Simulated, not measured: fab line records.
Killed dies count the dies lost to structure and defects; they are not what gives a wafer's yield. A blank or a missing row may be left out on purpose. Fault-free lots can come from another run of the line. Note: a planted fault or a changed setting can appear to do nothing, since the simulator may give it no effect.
Comparing a struck lot with a sound one | flow nand_harc | 15 steps out of a route of 1302
Sound: these wafers, L705.3, L705.5, L705.6. Struck: wafer L721.4 (left out: L721.2, L721.6 of the same lot, which were not struck); the cause appears at the end.
Per side, at each step with rows, come the tool, then ch with its chambers, and then its first start. Under that, the readings that differ: sound wafers | struck wafers | difference of the means | sigmas: that difference in standard deviations of wafers without a fault.
alike: readings whose means differ by less than 2 such deviations, and words and numbers that are the same on both sides. not compared: withheld readings, readings that some wafer has no value for, bounds like >300 that may hide the same value, and numbers for which the record gives no deviation and whose values overlap.
Wherever a step has rows on one side only, a row that says differs or no value, or a row with sigmas, the two part there. Numbers that don't overlap but have no deviation are shown without sigmas and don't part them. Lack of a reading on every wafer of one side parts them only where that side has two or more wafers.

NHARC_P_M1_CD_MEAS_09: target cd 130 nm.
  sound on cd_sem-01 ch 0, day 6 18:13; struck on cd_sem-03 ch 0, day 13 08:24
  alike: cd_nm
NHARC_P_M1_OVL_MEAS_10: pitch 260 nm.
  sound on overlay-01 at day 6 18:17; struck on overlay-01 at day 13 08:29
  alike: overlay_x_nm, overlay_y_nm
NHARC_P_M1_INSPECT_11:
  sound on defect_inspect-01 at day 6 18:20; struck on defect_inspect-02 at day 13 08:32
  alike: raw_defect_count
NHARC_P_M1_DESCUM_14: chemistry O2, time 3 s.
  sound on rie_diel-01 ch 1,2, day 6 18:23; struck on rie_diel-12 ch 3, day 13 08:35
  alike: chamber_pressure_mTorr, drypump_motor_current_A, oes_product_au, rf_vpp_V, showerhead_plenum_p_Torr, throttle_valve_pct
  not compared: rf_hours_counter_h
NHARC_P_M1_ETCH_35: etches the open film in N2/H2, target depth 40 nm, overetch 12 nm, time 43.94 s.
  sound on rie_diel-01 ch 0,1, day 6 18:29; struck on rie_diel-12 ch 1, day 13 08:43
  reading                         | sound             | struck | difference | sigmas
  bias_w (W)                      | 151.1 150.4 150.3 | 149.3  | -1.3       | -3
  showerhead_plenum_p_Torr (Torr) | 2.19 2.19 1.95    | 1.92   | -0.19      | -2
  alike: chamber_pressure_mTorr, drypump_motor_current_A, oes_product_au, rf_vpp_V, throttle_valve_pct
  not compared: rf_hours_counter_h
then, 1 step without rows for these wafers: NHARC_P_M1_ETCH_15 (etches the open film in C4F8/Ar, target depth 182.5 nm, time 91.2 s).
NHARC_P_M1_CD_MEAS_16:
  sound on cd_sem-01 at day 6 18:42; struck on cd_sem-02 at day 13 08:56
  alike: cd_nm
then, 3 steps without rows for these wafers: NHARC_P_M1_STRIP_18 (strips in N2/H2); NHARC_P_M1_ETCH_28 (etches the open film in CF4/N2, target depth 30 nm, time 72.99 s); NHARC_P_M1_STRIP_19 (strips in post etch residue remover, time 600 s).
NHARC_P_M1_DEGAS_29: time 60 s.
  sound on pvd_sputter-02 at day 6 19:24; struck on pvd_sputter-02 at day 13 09:40
  alike: heater_power_w
NHARC_P_M1_PRE_CLEAN_30: time 30 s.
  sound on pvd_sputter-02; struck on pvd_sputter-02
  alike: heater_power_w
NHARC_P_M1_PVD_20: deposits TaN, target thk 5 nm, time 8.06 s.
  sound on pvd_sputter-02 at day 6 19:33; struck on pvd_sputter-02 at day 13 09:47
  reading                | sound             | struck | difference | sigmas
  cathode_dc_power_W (W) | 15004 15001 15000 | 16708  | +1706      | +99 or more
  alike: throttle_valve_pct
NHARC_P_M1_PVD_21: deposits Cu, target thk 30 nm, time 20.49 s.
  sound on pvd_sputter-02; struck on pvd_sputter-02
  alike: cathode_dc_power_W, throttle_valve_pct
NHARC_END_SORT_01:
  the record has rows for the sound wafers here (prober-01 ch 0, day 25 02:07) and none for the struck ones

## WHERE THEY PART
Last at NHARC_END_SORT_01 as far as this record goes, first at NHARC_P_M1_ETCH_35.

WHY: the cause the simulator had injected
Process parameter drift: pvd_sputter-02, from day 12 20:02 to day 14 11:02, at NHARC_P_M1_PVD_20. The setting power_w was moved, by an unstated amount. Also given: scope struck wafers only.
